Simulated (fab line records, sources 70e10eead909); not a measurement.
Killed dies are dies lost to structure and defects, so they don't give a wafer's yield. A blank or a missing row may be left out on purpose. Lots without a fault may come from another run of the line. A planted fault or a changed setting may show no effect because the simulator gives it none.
One fault seen from 2 desks | flow nand_harc | each desk has only its own numbers; what lay behind them comes last

THE TOOL OWNER'S DESK: rie_diel-08
The tool's own readings at NHARC_A_CHANNEL_HOLE_D1_ETCH_38 (etches the open film in CF4, target depth 39 nm, time 65 s): means of the sampled wafers that have a number, for each lot that ran on this tool. A lot is out of limits, marked OUT, if its mean lies more than 4 standard deviations from the usual mean; the brackets give that distance.
Columns: A = drypump_motor_current_A at NHARC_A_CHANNEL_HOLE_D1_ETCH_38, usual 5.6 A; B = mfc_ar_sccm at NHARC_A_CHANNEL_HOLE_D1_ETCH_38, usual 0.007 sccm; C = oes_product_au at NHARC_A_CHANNEL_HOLE_D1_ETCH_38, usual 1.002 a.u.; D = rf_vpp_V at NHARC_A_CHANNEL_HOLE_D1_ETCH_38, usual 151.2 V; E = run_length_s at NHARC_A_CHANNEL_HOLE_D1_ETCH_38, usual 86.6 s; F = showerhead_plenum_p_Torr at NHARC_A_CHANNEL_HOLE_D1_ETCH_38, usual 1.76 Torr; G = throttle_valve_pct at NHARC_A_CHANNEL_HOLE_D1_ETCH_38, usual 13.283 %
lot  | first seen here | A   | B     | C     | D     | E              | F    | G
L372 | day 8 09:15     | 5.6 | 0.011 | 1.001 | 151.8 | 86.5           | 1.74 | 13.284
L373 | day 8 17:52     | 5.3 | 0.006 | 1.001 | 151.8 | 86.4           | 1.78 | 13.282
L376 | day 9 22:56     | 5.6 | 0.011 | 0.994 | 151.7 | 86.5           | 1.74 | 13.284
L377 | day 10 07:27    | 5.6 | 0.005 | 1.005 | 150.1 | 86.3           | 1.68 | 13.273
L378 | day 10 23:26    | 5.8 | 0.016 | 1.005 | 150.3 | 86.9           | 1.75 | 13.282
L380 | day 12 01:13    | 5.4 | 0.005 | 1.000 | 150.9 | 86.4           | 1.72 | 13.285
L387 | day 14 12:46    | 5.6 | 0.011 | 1.002 | 151.0 | 86.8           | 1.74 | 13.284
L388 | day 15 02:07    | 5.3 | 0.006 | 1.008 | 151.9 | 80.8 (-15) OUT | 1.78 | 13.286
This desk's finding: out of limits on L388; first on L388, day 15 02:07 (run_length_s at NHARC_A_CHANNEL_HOLE_D1_ETCH_38). In limits: L372, L373, L376, L377, L378, L380, L387.

THE METROLOGY DESK
What the gauges read, lot by lot, whatever tool the lot ran on: means of the sampled wafers that have a number. A lot is out of limits, marked OUT, if its mean lies more than 4 standard deviations from the usual mean; the brackets give that distance.
Columns: A = thk_nm at NHARC_A_ONON_D1_THK_MEAS_34, usual 199.8 nm
lot  | first seen here | A
L372 | day 8 05:11     | 195.8
L373 | day 8 14:50     | 200.0
L376 | day 9 19:52     | 201.2
L377 | day 10 04:05    | 198.8
L378 | day 10 20:29    | 199.0
L380 | day 11 22:10    | 199.3
L387 | day 14 09:05    | 200.2
L388 | day 14 21:43    | 202.0
L391 | day 16 04:57    | 200.5
L392 | day 16 16:22    | 200.4
L395 | day 18 04:59    | 199.4
This desk's finding: nothing out of limits on any of the 11 lots.

PUT TOGETHER
The tool owner's desk could have raised an alarm at day 15 02:07, on L388.
The metrology desk saw nothing out of limits.
The metrology desk has L388 on record, within its limits.
Of the lots named, all ran NHARC_A_CHANNEL_HOLE_D1_ETCH_38 on rie_diel-08.

WHAT THE SIMULATOR HAD PUT IN
Process parameter drift: rie_diel-08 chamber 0, from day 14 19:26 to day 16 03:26, at NHARC_A_CHANNEL_HOLE_D1_ETCH_38. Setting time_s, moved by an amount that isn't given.
Lots struck among those shown: L388.
Hours from the fault's start to each desk's first reading out of limits: the tool owner's desk, 7.
